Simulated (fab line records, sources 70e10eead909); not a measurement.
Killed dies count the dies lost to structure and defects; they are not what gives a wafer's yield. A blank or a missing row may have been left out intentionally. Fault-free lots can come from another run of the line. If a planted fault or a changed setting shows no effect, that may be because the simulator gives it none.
Matching of chambers	flow nand_harc	cmp-04 running NHARC_A_STAIRCASE_CMP_450: 4 sister chambers
The step polishes SiO2, target thk 200 nm. 18 wafers are shown with their chamber, then 9 later ones without.

## EACH WAFER AND ITS CHAMBER
wafer	chamber	motor_current_A (A)	slurry_filter_dp_kPa (kPa)
L075.4	0	11.1	13.89
L075.5	3	10.0	13.53
L075.6	2	12.1	13.57
L080.1	1	11.7	13.63
L080.2	2	11.9	13.75
L080.3	0	11.3	13.53
L082.3	0	10.6	13.55
L082.4	2	12.4	13.36
L082.5	1	11.2	13.32
L084.1	3	9.9	13.27
L084.2	0	10.8	13.54
L084.6	0	10.3	13.38
L085.1	0	10.8	13.27
L085.2	3	10.2	13.44
L085.3	1	12.1	13.53
L087.1	2	12.1	13.80
L087.4	1	12.4	13.55
L087.6	3	10.1	13.45

SIGNATURES (means of the wafers above)
reading	chamber 0	chamber 1	chamber 2	chamber 3	scatter within a chamber
motor_current_A	10.817	11.850	12.125	10.050	0.34
slurry_filter_dp_kPa	13.5267	13.5075	13.6200	13.4225	0.175
Rule: for each reading, subtract the chamber's mean from the wafer's reading, divide by that reading's scatter and square the result; add these up over the readings and take the root, which gives the wafer's distance from the chamber. The wafer belongs to the nearest chamber; if the next one is less than 2 further off, it can't be placed. How the scatter is found: for the shown wafers, subtract from each reading the mean of its chamber, square and add these, divide the total by (wafers less chambers), then take the root.

## WAFERS WITHOUT THEIR CHAMBER
wafer	motor_current_A (A)	slurry_filter_dp_kPa (kPa)
L086.1	11.8	13.84
L086.2	11.6	13.52
L086.6	12.2	13.30
L094.2	10.5	13.55
L094.3	11.7	13.53
L094.5	10.3	13.62
L095.1	12.2	13.44
L095.3	11.0	13.60
L095.5	12.4	13.33

## WHICH CHAMBER EACH WENT THROUGH
wafer	from the rows above	in truth
L086.1	can't be placed: 2 or 1 or 0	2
L086.2	can't be placed: 1 or 2 or 0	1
L086.6	can't be placed: 1 or 2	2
L094.2	can't be placed: 0 or 3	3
L094.3	can't be placed: 1 or 2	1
L094.5	can't be placed: 3 or 0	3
L095.1	can't be placed: 2 or 1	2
L095.3	can't be placed: 0 or 1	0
L095.5	can't be placed: 2 or 1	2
Placed correctly: 0 of 9. Can't be placed from these rows: 9 (the true chamber is among the candidates in 9). Number placed wrongly: 0.
